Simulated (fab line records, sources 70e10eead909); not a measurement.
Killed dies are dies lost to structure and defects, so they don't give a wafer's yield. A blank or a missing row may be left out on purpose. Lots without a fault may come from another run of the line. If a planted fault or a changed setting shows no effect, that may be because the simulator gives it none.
Matching of chambers / flow nand-harc / rie-diel-13 running NHARC_P_M1_ETCH_35: 4 sister chambers
The step etches the open film in N2/H2, target depth 40 nm, overetch 12 nm, time 43.94 s. 4 wafers are shown with their chamber, then 7 later ones without.

## WAFERS WITH THEIR CHAMBER
wafer=L082.2; chamber=3; drypump-motor-current-A (A)=6.56
wafer=L082.4; chamber=0; drypump-motor-current-A (A)=6.04
wafer=L083.1; chamber=1; drypump-motor-current-A (A)=5.61
wafer=L083.2; chamber=2; drypump-motor-current-A (A)=6.38

## WAFERS WHOSE CHAMBER IS MISSING
wafer=L083.5; drypump-motor-current-A (A)=6.33
wafer=L086.3; drypump-motor-current-A (A)=6.56
wafer=L086.5; drypump-motor-current-A (A)=6.05
wafer=L086.6; drypump-motor-current-A (A)=5.63
wafer=L090.1; drypump-motor-current-A (A)=6.05
wafer=L090.4; drypump-motor-current-A (A)=6.55
wafer=L090.6; drypump-motor-current-A (A)=6.04

## WHICH CHAMBER EACH WENT THROUGH
wafer=L083.5; from the rows above=2; in truth=2
wafer=L086.3; from the rows above=3; in truth=3
wafer=L086.5; from the rows above=0; in truth=0
wafer=L086.6; from the rows above=1; in truth=1
wafer=L090.1; from the rows above=0; in truth=0
wafer=L090.4; from the rows above=3; in truth=3
wafer=L090.6; from the rows above=0; in truth=0
Placed correctly: 7 of 7. Number that these rows cannot place: 0. 0 placed wrongly.
How it was worked out, from the rows above alone: a wafer's distance from a chamber is the root of the sum, over the readings, of the square of ((its reading less the chamber's mean) divided by the reading's scatter). If the next closest chamber is less than 2 further off than the closest, the wafer can't be placed; otherwise it belongs to the closest. A chamber's mean is the mean of its shown wafers. The scatter (one wafer shown for each chamber): square how far every hidden wafer sits from the nearest shown wafer, average those squares and take the square root.
